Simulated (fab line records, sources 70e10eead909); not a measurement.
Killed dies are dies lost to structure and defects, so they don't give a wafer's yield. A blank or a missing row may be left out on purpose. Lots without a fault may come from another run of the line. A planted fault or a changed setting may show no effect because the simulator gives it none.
One fault seen from 3 desks | flow nand_harc | each desk has only its own numbers; what lay behind them comes last

THE TOOL OWNER'S DESK: pecvd_onon-01
The tool's own readings at NHARC_A_ONON_D2_DEP_25 (target thk 1000 nm): means of the sampled wafers that have a number, for each lot that ran on this tool. A lot is out of limits, marked OUT, if its mean lies more than 4 standard deviations from the usual mean; the brackets give that distance.
Columns: A = nh3_flow_sccm at NHARC_A_ONON_D2_DEP_25, usual 499.9 sccm
lot  | first seen here | A
L478 | day 13 07:39    | 498.8
L484 | day 16 12:47    | 499.0
L489 | day 17 20:14    | 501.6
L490 | day 18 03:49    | 500.1
L496 | day 21 06:00    | 498.7
L498 | day 21 21:49    | 501.4
L500 | day 22 10:52    | 499.3
This desk's finding: nothing out of limits on any of the 7 lots.

THE METROLOGY DESK
What the gauges read, lot by lot, whatever tool the lot ran on: means of the sampled wafers that have a number. A lot is out of limits, marked OUT, if its mean lies more than 4 standard deviations from the usual mean; the brackets give that distance.
Columns: A = thk_nm at NHARC_A_ONON_D2_THK_MEAS_27, usual 1000 nm
lot  | first seen here | A
L478 | day 13 08:10    | 1003
L479 | day 13 08:10    | 1009
L481 | day 14 05:17    | 1007
L483 | day 15 06:46    | 1005
L484 | day 16 13:14    | 994
L489 | day 17 20:44    | 874 (-14) OUT
L490 | day 18 04:20    | 897 (-11) OUT
L491 | day 19 11:29    | 995
L492 | day 19 11:29    | 996
L494 | day 20 01:44    | 992
L496 | day 21 06:20    | 992
L498 | day 21 22:19    | 1001
L497 | day 21 22:19    | 997
L500 | day 22 11:22    | 985
This desk's finding: out of limits on L489, L490; first on L489, day 17 20:44 (thk_nm at NHARC_A_ONON_D2_THK_MEAS_27). In limits: L478, L479, L481, L483, L484, L491, L492, L494, L496, L498, L497, L500.

THE DEFECT DESK
What the inspections along the route counted, lot by lot: means of the sampled wafers that have a number. A lot is out of limits, marked OUT, if its mean lies more than 4 standard deviations from the usual mean; the brackets give that distance.
Columns: A = raw_defect_count at NHARC_A_CHANNEL_HOLE_D1_INSPECT_40, usual 74
lot  | first seen here | A
L478 | day 9 08:11     | 40
L479 | day 9 09:26     | 91
L481 | day 10 00:15    | 33
L483 | day 11 04:59    | 71
L484 | day 11 23:44    | 55
L489 | day 13 14:28    | 118
L490 | day 14 00:59    | 105
L491 | day 14 23:04    | 60
L492 | day 15 01:05    | 103
L494 | day 16 01:42    | 90
L496 | day 17 04:03    | 59
L497 | day 17 19:34    | 77
L498 | day 17 20:50    | 60
L500 | day 18 11:35    | 49
This desk's finding: nothing out of limits on any of the 14 lots.

PUT TOGETHER
The metrology desk could have raised an alarm at day 17 20:44, on L489, L490.
The tool owner's desk saw nothing out of limits.
The defect desk saw nothing out of limits.
The tool owner's desk has L489, L490 on record, within its limits.
The defect desk has L489, L490 on record, within its limits.
Of the lots named, all ran NHARC_A_ONON_D2_DEP_25 on pecvd_onon-01.

WHAT THE SIMULATOR HAD PUT IN
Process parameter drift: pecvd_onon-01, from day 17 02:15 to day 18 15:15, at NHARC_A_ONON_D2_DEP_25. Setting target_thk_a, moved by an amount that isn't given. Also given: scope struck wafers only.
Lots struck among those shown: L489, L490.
Hours from the fault's start to each desk's first reading out of limits: the metrology desk, 18.
